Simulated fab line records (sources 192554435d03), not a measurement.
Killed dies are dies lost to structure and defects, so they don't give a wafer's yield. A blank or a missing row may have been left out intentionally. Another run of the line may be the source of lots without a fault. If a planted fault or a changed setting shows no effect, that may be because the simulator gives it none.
Chamber matching	flow n5Finfet	N5_BEOL_M10_STRIP_67 on rieDiel-06 has 4 sister chambers
The step strips in CF4. 4 wafers are shown with their chamber, then 10 later ones without.

## EACH WAFER AND ITS CHAMBER
wafer	chamber	showerheadPlenumPTorr (Torr)
L082.4	2	1.77
L084.6	3	1.88
L085.1	0	1.80
L085.3	1	1.73

## WAFERS WITHOUT THEIR CHAMBER
wafer	showerheadPlenumPTorr (Torr)
L085.5	1.80
L091.2	1.72
L091.3	1.80
L091.5	1.76
L094.2	1.72
L094.3	1.88
L094.6	1.88
L097.2	1.72
L097.3	1.88
L097.6	1.88

## THE CHAMBER EACH PASSED THROUGH
wafer	from the rows above	in truth
L085.5	0	0
L091.2	1	1
L091.3	0	0
L091.5	2	2
L094.2	1	1
L094.3	3	3
L094.6	3	3
L097.2	1	1
L097.3	3	3
L097.6	3	3
Correctly placed: 10 of 10. From these rows, 0 cannot be placed. Wrongly placed: 0.
How it was worked out, from the rows above alone: a wafer's distance from a chamber is the root of the sum, over the readings, of the square of ((its reading less the chamber's mean) divided by the reading's scatter). If the next closest chamber is less than 2 further off than the closest, the wafer can't be placed; otherwise it belongs to the closest. The mean given for a chamber averages the wafers shown for that chamber. The scatter: root of mean squared gap, hidden wafer to nearest shown wafer, with one shown wafer a chamber.
